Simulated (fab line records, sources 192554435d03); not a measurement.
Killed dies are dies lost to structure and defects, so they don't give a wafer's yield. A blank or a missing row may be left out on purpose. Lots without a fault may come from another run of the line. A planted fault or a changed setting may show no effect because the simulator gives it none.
Chamber matching | flow n5_finfet | N5_MOL_CONTACT_COAG_ETCH_59 on rie_diel-04: 4 sister chambers
The step etches underlayer in N2/H2, target depth 13 nm, time 10.4 s. 4 wafers are shown with their chamber, then 9 later ones without.

WAFERS WITH THEIR CHAMBER
wafer  | chamber | drypump_motor_current_A (A)
L079.5 | 1       | 5.3
L094.1 | 0       | 5.5
L094.3 | 2       | 5.3
L094.5 | 3       | 4.9

WAFERS WITHOUT THEIR CHAMBER
wafer  | drypump_motor_current_A (A)
L095.3 | 4.9
L095.4 | 5.3
L095.5 | 5.3
L096.3 | 5.4
L096.5 | 5.3
L096.6 | 5.4
L097.1 | 5.3
L097.2 | 5.5
L097.6 | 4.9

WHICH CHAMBER EACH WENT THROUGH
wafer  | from the rows above          | in truth
L095.3 | 3                            | 3
L095.4 | can't be placed: 1 or 2      | 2
L095.5 | can't be placed: 1 or 2      | 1
L096.3 | can't be placed: 0 or 1 or 2 | 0
L096.5 | can't be placed: 1 or 2      | 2
L096.6 | can't be placed: 0 or 1 or 2 | 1
L097.1 | can't be placed: 1 or 2      | 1
L097.2 | 0                            | 0
L097.6 | 3                            | 3
Placed correctly: 3 of 9. Can't be placed from these rows: 6 (the true chamber is among the candidates in 6). Placed wrongly: 0.
How it was worked out, from the rows above alone: a wafer's distance from a chamber is the root of the sum, over the readings, of the square of ((its reading less the chamber's mean) divided by the reading's scatter). The wafer belongs to the nearest chamber; if the next one is less than 2 further off, it can't be placed. A chamber's mean is the mean of its shown wafers. The scatter: with one shown wafer a chamber, the root of the mean of the squares of how far each hidden wafer lies from its nearest shown one.
